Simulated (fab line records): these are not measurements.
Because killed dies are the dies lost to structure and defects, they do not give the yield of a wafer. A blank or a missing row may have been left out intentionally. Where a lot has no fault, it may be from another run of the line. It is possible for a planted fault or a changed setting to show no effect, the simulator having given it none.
Split-lot experiment	flow n5 finfet	on a route of 1938 steps: 7 lots, 21 wafers read

## ABOUT THE SPLIT
At N5_FIN_SAQP_HM_DEP_03 (deposits SiNx from SiH4/NH3/N2, target thk 38 nm, time 33.6 s), the setting time s was moved away from the recipe's 33.6 s on 6 of the 21 wafers read, by -12.4% to +14.3%. For the rest of the wafers, this setting stayed at what the recipe calls for.

## FROM THE SPLIT TO THE READING: what the file shows between them, 16 steps
- N5_FIN_SAQP_THK_MEAS_05
- N5_FIN_SAQP_PECVD_06: deposits a-Si from SiH4/He, target thk 60 nm, time 48.1 s (also split here: time s)
- N5_FIN_SAQP_THK_MEAS_07
- N5_FIN_SAQP_HM_DEP_72: deposits SiO2 from SiH4/N2O, target thk 12 nm, time 7.2 s
- N5_FIN_SAQP_COAT_49: time 60 s, resist thk 100 nm
- N5_FIN_SAQP_HM_OPEN_73: chemistry CHF3/O2, target SiO2, stops on a-Si, target depth 12 nm, time 16.8 s
- N5_FIN_SAQP_STRIP_74: strips in CHF3/O2
- N5_FIN_SAQP_MANDREL_ETCH_22: etches a-Si in HBr/Cl2, stops on SiNx, target depth 60 nm, bt time 10 s, time 30 s
- N5_FIN_SAQP_STRIP_55: strips in N2/H2
- N5_FIN_SAQP_STRIP_23: strips in SPM, time 750 s
- N5_FIN_SAQP_ETCH_57: etches SiNx in CH3F/O2, target depth 32.5 nm, time 46.4 s
- N5_FIN_SAQP_ETCH_65: etches SiO2 in CF4, target depth 4 nm, time 4.4 s
- N5_FIN_SAQP_MANDREL_ETCH_58: etches a-Si in HBr/Cl2, stops on SiNx, target depth 45 nm, bt time 10 s, time 27 s
- N5_FIN_SAQP_RECESS_63: chemistry HF/NH3, target SiO2, target depth 18 nm, afs cycles 3, sublimation time 60 s
- N5_FIN_SAQP_COAT_68: time 60 s, resist thk 100 nm
- N5_FIN_SAQP_MANDREL2_REMOVE_60: chemistry HBr/Cl2/O2, target a-Si, stops on SiNx, bt time 10 s

## THE READING
etch.depth nm (the simulator's own value, which no gauge read), in nm, at N5_FIN_SAQP_HM_OPEN_33 (chemistry CH3F/O2, target SiNx, target depth 49.4 nm, time 70.6 s). The file does not state a usual value for it. Average 37.23 nm, standard deviation 0.41 nm, over the 15 wafers here run with the recipe.

wafer	tool, chamber at the split	time s as run, s	against the recipe	etch.depth nm, nm	against lot-mates on the recipe
L074.3	pecvd-02, 1	33.6	recipe	36.96	-
L074.5	pecvd-02, 2	33.6	recipe	37.64	-
L074.6	pecvd-02, 1	33.6	recipe	38.12	-
L076.2	pecvd-01, 1	31.8	-5.4%	35.27	-1.77
L076.4	pecvd-01, 0	33.6	recipe	36.85	-
L076.5	pecvd-01, 1	33.6	recipe	37.24	-
L087.1	pecvd-04, 1	33.6	recipe	36.47	-
L087.5	pecvd-04, 2	37.72	+12.3%	42.17	+5.37
L087.6	pecvd-04, 1	33.6	recipe	37.14	-
L088.1	pecvd-02, 2	33.6	recipe	37.25	-
L088.3	pecvd-02, 0	33.6	recipe	37.32	-
L088.6	pecvd-02, 2	33.6	recipe	37.39	-
L090.3	pecvd-04, 2	33.6	recipe	36.62	-
L090.4	pecvd-04, 1	29.45	-12.4%	31.76	-4.86
L090.6	pecvd-04, 0	29.45	-12.4%	31.58	-5.04
L091.2	pecvd-04, 2	33.6	recipe	37.19	-
L091.3	pecvd-04, 0	36.71	+9.3%	40.27	+2.97
L091.5	pecvd-04, 1	33.6	recipe	37.42	-
L092.3	pecvd-04, 2	33.6	recipe	37.03	-
L092.5	pecvd-04, 2	38.39	+14.3%	42.83	+5.41
L092.6	pecvd-04, 0	33.6	recipe	37.8	-

THE FIT
A straight line over all 21 wafers: etch.depth nm changes by +0.41 nm for each +1% of time s; r = +0.99; the points scatter about the line by 0.44 nm.
The same after taking each lot's own level away (the mean of its wafers on the recipe; 21 wafers): +0.391 nm for each +1%; r = +0.99; scatter 0.34 nm.
The reading moves by 5.6 nm for the largest change in time s, on that fit.
From 36.620 to 37.573 nm: that is the span of the lots' own levels, equal to 2.3 times the standard deviation above.
Consequently the slope shifts little with the lot-to-lot level, the two slopes agreeing.
Check: with one of the wafers moved furthest among these (+14.3%) left out of the fit, the line predicts +5.63 nm for it against its lot-mates. It came out at +5.41 nm against them.

## FURTHER SPLITS ON THESE WAFERS
Other splits were also applied to these wafers ahead of the reading. Each is held against what the fit with the lots' levels taken away leaves over:
other split on the same wafers	wafers away from the commonest value	r with etch.depth nm (lot level and that fit taken away)
N5_ZERO_LAYER_PECVD_02 time s	6	-0.41
N5_ZERO_LAYER_COAT_05 spin rpm	5	+0.30
N5_FIN_SAQP_PECVD_06 time s	8	+0.16

## THE WHOLE CHAIN: every reading that the file lists as answering this split, in the file's order
step	what it does	reading	change (the file's fit)	r (the file's)
N5_FIN_SAQP_HM_DEP_03	deposits SiNx from SiH4/NH3/N2, target thk 38 nm, time 33.6 s	SiNx_of_FIN_SAQP_HM_DEP_03.thk nm (the simulator's own value, which no gauge read)	+0.392 nm for each +1% of the setting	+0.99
N5_FIN_SAQP_THK_MEAS_05		thk nm	withheld for each +1% of the setting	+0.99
N5_FIN_SAQP_MANDREL_ETCH_58	etches a-Si in HBr/Cl2, stops on SiNx, target depth 45 nm, bt time 10 s, time 27 s	SiNx_of_FIN_SAQP_HM_DEP_03.thk nm (the simulator's own value, which no gauge read)	+0.384 nm for each +1% of the setting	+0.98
N5_FIN_SAQP_HM_OPEN_33	chemistry CH3F/O2, target SiNx, target depth 49.4 nm, time 70.6 s	etch rf on time s	withheld for each +1% of the setting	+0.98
N5_FIN_SAQP_HM_OPEN_33	chemistry CH3F/O2, target SiNx, target depth 49.4 nm, time 70.6 s	etch.depth nm (the simulator's own value, which no gauge read)	+0.388 nm for each +1% of the setting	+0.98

## FILE'S OWN FIT
etch.depth nm changes by +0.388 nm for each +1% of time s, r = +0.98.
